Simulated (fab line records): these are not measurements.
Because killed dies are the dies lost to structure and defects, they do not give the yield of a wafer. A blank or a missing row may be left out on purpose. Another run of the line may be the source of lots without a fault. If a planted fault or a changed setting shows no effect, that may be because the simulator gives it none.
Split-lot experiment || flow n5_finfet || 39 wafers read from 7 lots, route of 1938 steps

THE SPLIT ITSELF
At N5_BEOL_M3_ILD_DEP_00 (deposits SiOC from DEMS/O2, target thk 79 nm, time 15.3 s), the setting time_s was moved away from the recipe's 15.3 s on 12 of the 39 wafers read, by -58.4% to +44.6%. This setting was run at the recipe's value on the other wafers.

There is no step in the file separating the split from the reading.

THE READING
M3_ILD_THK, in nm, at N5_BEOL_M3_THK_MEAS_01. On this fab line, fault-free wafers typically give 78.9 nm with a standard deviation of 0.91 nm.

{"wafer": "L075.1", "tool, chamber at the split": "pecvd-04, 0", "time_s as run, s": 6.359, "against the recipe": "-58.4%", "M3_ILD_THK, nm": 33.2, "against lot-mates on the recipe": -46.3}
{"wafer": "L075.2", "tool, chamber at the split": "pecvd-04, 1", "time_s as run, s": 6.359, "against the recipe": "-58.4%", "M3_ILD_THK, nm": 32.8, "against lot-mates on the recipe": -46.7}
{"wafer": "L075.3", "tool, chamber at the split": "pecvd-04, 2", "time_s as run, s": 15.3, "against the recipe": "recipe", "M3_ILD_THK, nm": 78.0, "against lot-mates on the recipe": "-"}
{"wafer": "L075.4", "tool, chamber at the split": "pecvd-04, 2", "time_s as run, s": 15.3, "against the recipe": "recipe", "M3_ILD_THK, nm": 79.7, "against lot-mates on the recipe": "-"}
{"wafer": "L075.5", "tool, chamber at the split": "pecvd-04, 0", "time_s as run, s": 6.359, "against the recipe": "-58.4%", "M3_ILD_THK, nm": 33.6, "against lot-mates on the recipe": -45.9}
{"wafer": "L075.6", "tool, chamber at the split": "pecvd-04, 1", "time_s as run, s": 15.3, "against the recipe": "recipe", "M3_ILD_THK, nm": 80.8, "against lot-mates on the recipe": "-"}
{"wafer": "L079.1", "tool, chamber at the split": "pecvd-04, 1", "time_s as run, s": 15.3, "against the recipe": "recipe", "M3_ILD_THK, nm": 78.5, "against lot-mates on the recipe": "-"}
{"wafer": "L079.2", "tool, chamber at the split": "pecvd-04, 0", "time_s as run, s": 20.92, "against the recipe": "+36.7%", "M3_ILD_THK, nm": 106.5, "against lot-mates on the recipe": "+27.3"}
{"wafer": "L079.3", "tool, chamber at the split": "pecvd-04, 2", "time_s as run, s": 20.92, "against the recipe": "+36.7%", "M3_ILD_THK, nm": 104.7, "against lot-mates on the recipe": "+25.5"}
{"wafer": "L079.4", "tool, chamber at the split": "pecvd-04, 1", "time_s as run, s": 15.3, "against the recipe": "recipe", "M3_ILD_THK, nm": 79.9, "against lot-mates on the recipe": "-"}
{"wafer": "L079.5", "tool, chamber at the split": "pecvd-04, 0", "time_s as run, s": 20.92, "against the recipe": "+36.7%", "M3_ILD_THK, nm": 108.7, "against lot-mates on the recipe": "+29.5"}
{"wafer": "L079.6", "tool, chamber at the split": "pecvd-04, 2", "time_s as run, s": 15.3, "against the recipe": "recipe", "M3_ILD_THK, nm": 79.1, "against lot-mates on the recipe": "-"}
{"wafer": "L082.1", "tool, chamber at the split": "pecvd-02, 2,0", "time_s as run, s": 15.3, "against the recipe": "recipe", "M3_ILD_THK, nm": 78.2, "against lot-mates on the recipe": "-"}
{"wafer": "L082.2", "tool, chamber at the split": "pecvd-02, 1", "time_s as run, s": 15.3, "against the recipe": "recipe", "M3_ILD_THK, nm": 77.3, "against lot-mates on the recipe": "-"}
{"wafer": "L082.3", "tool, chamber at the split": "pecvd-02, 2,0", "time_s as run, s": 15.3, "against the recipe": "recipe", "M3_ILD_THK, nm": 78.2, "against lot-mates on the recipe": "-"}
{"wafer": "L082.4", "tool, chamber at the split": "pecvd-02, 2", "time_s as run, s": 15.3, "against the recipe": "recipe", "M3_ILD_THK, nm": 79.5, "against lot-mates on the recipe": "-"}
{"wafer": "L082.5", "tool, chamber at the split": "pecvd-02, 1", "time_s as run, s": 15.3, "against the recipe": "recipe", "M3_ILD_THK, nm": 79.7, "against lot-mates on the recipe": "-"}
{"wafer": "L082.6", "tool, chamber at the split": "pecvd-02, 0", "time_s as run, s": 15.3, "against the recipe": "recipe", "M3_ILD_THK, nm": 78.9, "against lot-mates on the recipe": "-"}
{"wafer": "L088.1", "tool, chamber at the split": "pecvd-02, 0", "time_s as run, s": 15.3, "against the recipe": "recipe", "M3_ILD_THK, nm": 78.9, "against lot-mates on the recipe": "-"}
{"wafer": "L088.2", "tool, chamber at the split": "pecvd-02, 1", "time_s as run, s": 15.3, "against the recipe": "recipe", "M3_ILD_THK, nm": 79.1, "against lot-mates on the recipe": "-"}
{"wafer": "L088.3", "tool, chamber at the split": "pecvd-02, 1", "time_s as run, s": 22.13, "against the recipe": "+44.6%", "M3_ILD_THK, nm": 114.7, "against lot-mates on the recipe": "+35.5"}
{"wafer": "L088.4", "tool, chamber at the split": "pecvd-02, 0", "time_s as run, s": 22.13, "against the recipe": "+44.6%", "M3_ILD_THK, nm": 114.1, "against lot-mates on the recipe": "+34.9"}
{"wafer": "L088.5", "tool, chamber at the split": "pecvd-02, 0", "time_s as run, s": 22.13, "against the recipe": "+44.6%", "M3_ILD_THK, nm": 115.4, "against lot-mates on the recipe": "+36.2"}
{"wafer": "L088.6", "tool, chamber at the split": "pecvd-02, 1", "time_s as run, s": 15.3, "against the recipe": "recipe", "M3_ILD_THK, nm": 79.6, "against lot-mates on the recipe": "-"}
{"wafer": "L092.1", "tool, chamber at the split": "pecvd-04, 0,2", "time_s as run, s": 15.3, "against the recipe": "recipe", "M3_ILD_THK, nm": 79.0, "against lot-mates on the recipe": "-"}
{"wafer": "L092.2", "tool, chamber at the split": "pecvd-04, 0,2", "time_s as run, s": 15.3, "against the recipe": "recipe", "M3_ILD_THK, nm": 79.0, "against lot-mates on the recipe": "-"}
{"wafer": "L092.3", "tool, chamber at the split": "pecvd-04, 1", "time_s as run, s": 15.3, "against the recipe": "recipe", "M3_ILD_THK, nm": 78.5, "against lot-mates on the recipe": "-"}
{"wafer": "L092.4", "tool, chamber at the split": "pecvd-04, 0", "time_s as run, s": 15.3, "against the recipe": "recipe", "M3_ILD_THK, nm": 80.7, "against lot-mates on the recipe": "-"}
{"wafer": "L092.5", "tool, chamber at the split": "pecvd-04, 2", "time_s as run, s": 15.3, "against the recipe": "recipe", "M3_ILD_THK, nm": 79.3, "against lot-mates on the recipe": "-"}
{"wafer": "L092.6", "tool, chamber at the split": "pecvd-04, 1", "time_s as run, s": 15.3, "against the recipe": "recipe", "M3_ILD_THK, nm": 79.8, "against lot-mates on the recipe": "-"}
{"wafer": "L093.1", "tool, chamber at the split": "pecvd-02, 2", "time_s as run, s": 15.3, "against the recipe": "recipe", "M3_ILD_THK, nm": 78.2, "against lot-mates on the recipe": "-"}
{"wafer": "L093.3", "tool, chamber at the split": "pecvd-02, 0", "time_s as run, s": 15.3, "against the recipe": "recipe", "M3_ILD_THK, nm": 77.5, "against lot-mates on the recipe": "-"}
{"wafer": "L093.6", "tool, chamber at the split": "pecvd-02, 0", "time_s as run, s": 15.3, "against the recipe": "recipe", "M3_ILD_THK, nm": 78.9, "against lot-mates on the recipe": "-"}
{"wafer": "L094.1", "tool, chamber at the split": "pecvd-02, 2", "time_s as run, s": 15.3, "against the recipe": "recipe", "M3_ILD_THK, nm": 77.5, "against lot-mates on the recipe": "-"}
{"wafer": "L094.2", "tool, chamber at the split": "pecvd-02, 0", "time_s as run, s": 15.3, "against the recipe": "recipe", "M3_ILD_THK, nm": 78.3, "against lot-mates on the recipe": "-"}
{"wafer": "L094.3", "tool, chamber at the split": "pecvd-02, 1", "time_s as run, s": 19.37, "against the recipe": "+26.6%", "M3_ILD_THK, nm": 98.7, "against lot-mates on the recipe": "+20.4"}
{"wafer": "L094.4", "tool, chamber at the split": "pecvd-02, 1,2", "time_s as run, s": 19.37, "against the recipe": "+26.6%", "M3_ILD_THK, nm": 99.6, "against lot-mates on the recipe": "+21.3"}
{"wafer": "L094.5", "tool, chamber at the split": "pecvd-02, 0", "time_s as run, s": 15.3, "against the recipe": "recipe", "M3_ILD_THK, nm": 79.0, "against lot-mates on the recipe": "-"}
{"wafer": "L094.6", "tool, chamber at the split": "pecvd-02, 1,2", "time_s as run, s": 19.37, "against the recipe": "+26.6%", "M3_ILD_THK, nm": 99.8, "against lot-mates on the recipe": "+21.5"}
When a row names more than one chamber, that row covers several wafers, and the file does not tell which wafer ran in which chamber.

THE FIT
A straight line over all 39 wafers: M3_ILD_THK changes by +0.782 nm for each +1% of time_s; r = +1.00; the points scatter about the line by 0.99 nm.
The same after taking each lot's own level away (the mean of its wafers on the recipe; 39 wafers): +0.786 nm for each +1%; r = +1.00; scatter 0.92 nm.
According to that fit, moving time_s by its largest amount changes the reading by 46 nm.
The lots' own levels span 78.20 to 79.50 nm, that is 1.4 times the standard deviation above.
The two slopes are in agreement: the lot-to-lot level therefore moves the slope only a little.
Check: for one of the wafers moved furthest among these (-58.4%), held out of the fit, the line's prediction against its lot-mates is -45.9 nm. Against them it came out at -46.3 nm.

ADDITIONAL SPLITS CARRIED BY THESE WAFERS
Other splits were also applied to these wafers ahead of the reading. Each is held against what the fit with the lots' levels taken away leaves over:
{"other split on the same wafers": "N5_BEOL_M0_SAQP_SPACER2_ALD_26 target_thk_a", "wafers away from the commonest value": 18, "r with M3_ILD_THK (lot level and that fit taken away)": "+0.26"}
{"other split on the same wafers": "N5_BEOL_M1_TRENCH_ETCH_37 target_depth_a", "wafers away from the commonest value": 18, "r with M3_ILD_THK (lot level and that fit taken away)": -0.05}

THE WHOLE CHAIN: every reading that the file lists as answering this split, in the file's order
{"step": "N5_BEOL_M3_ILD_DEP_00", "what it does": "deposits SiOC from DEMS/O2, target thk 79 nm, time 15.3 s", "reading": "SiOC_of_BEOL_M3_ILD_DEP_00.thk_nm (the simulator's own value, which no gauge read)", "change (the file's fit)": "+0.785 nm for each +1% of the setting", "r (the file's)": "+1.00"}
{"step": "N5_BEOL_M3_THK_MEAS_01", "what it does": "", "reading": "M3_ILD_THK", "change (the file's fit)": "+0.785 for each +1% of the setting", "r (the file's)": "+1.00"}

THE FILE'S OWN FIT
M3_ILD_THK changes by +0.785 nm for each +1% of time_s, r = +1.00.
